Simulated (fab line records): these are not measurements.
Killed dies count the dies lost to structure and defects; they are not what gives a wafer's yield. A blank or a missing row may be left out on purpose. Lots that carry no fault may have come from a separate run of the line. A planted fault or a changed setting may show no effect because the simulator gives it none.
Chamber matching + flow n5Finfet + N5_FIN_SAQP_HM_DEP_03 on pecvd-02 has 3 sister chambers
The step deposits SiNx from SiH4/NH3/N2, target thk 38 nm, time 33.6 s. 6 wafers are shown with their chamber, then 7 later ones without.

== WAFERS PAIRED WITH THEIR CHAMBERS ==
| wafer  | chamber | throttleValvePct (%) | showerheadPlenumPTorr (Torr) |
|--------|---------|----------------------|------------------------------|
| L086.3 | 2       | 38                   | 5.29                         |
| L088.1 | 0       | 42                   | 5.14                         |
| L088.2 | 2       | 37                   | 5.29                         |
| L088.4 | 1       | 42                   | 5.12                         |
| L094.2 | 0       | 42                   | 5.13                         |
| L094.4 | 1       | 42                   | 5.12                         |

== WAFERS WITHOUT THEIR CHAMBER ==
| wafer  | throttleValvePct (%) | showerheadPlenumPTorr (Torr) |
|--------|----------------------|------------------------------|
| L094.5 | 38                   | 5.28                         |
| L095.2 | 42                   | 5.15                         |
| L095.3 | 42                   | 5.12                         |
| L095.4 | 38                   | 5.31                         |
| L096.2 | 42                   | 5.12                         |
| L096.3 | 42                   | 5.12                         |
| L096.6 | 38                   | 5.28                         |

== THE CHAMBER EACH PASSED THROUGH ==
| wafer  | from the rows above | in truth                   |
|--------|---------------------|----------------------------|
| L094.5 | 2                   | 2                          |
| L095.2 | 0                   | 0                          |
| L095.3 | 1                   | 1                          |
| L095.4 | 2                   | 2                          |
| L096.2 | 1                   | 1                          |
| L096.3 | 1                   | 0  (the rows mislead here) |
| L096.6 | 2                   | 2                          |
6 of 7 placed correctly. Number that these rows cannot place: 0. Number placed wrongly: 1.
How it was worked out, from the rows above alone: a wafer's distance from a chamber is the root of the sum, over the readings, of the square of ((its reading less the chamber's mean) divided by the reading's scatter). If the next closest chamber is less than 2 further off than the closest, the wafer can't be placed; otherwise it belongs to the closest. A chamber's mean is the mean of its shown wafers. How the scatter is found: for the shown wafers, subtract from each reading the mean of its chamber, square and add these, divide the total by (wafers less chambers), then take the root.
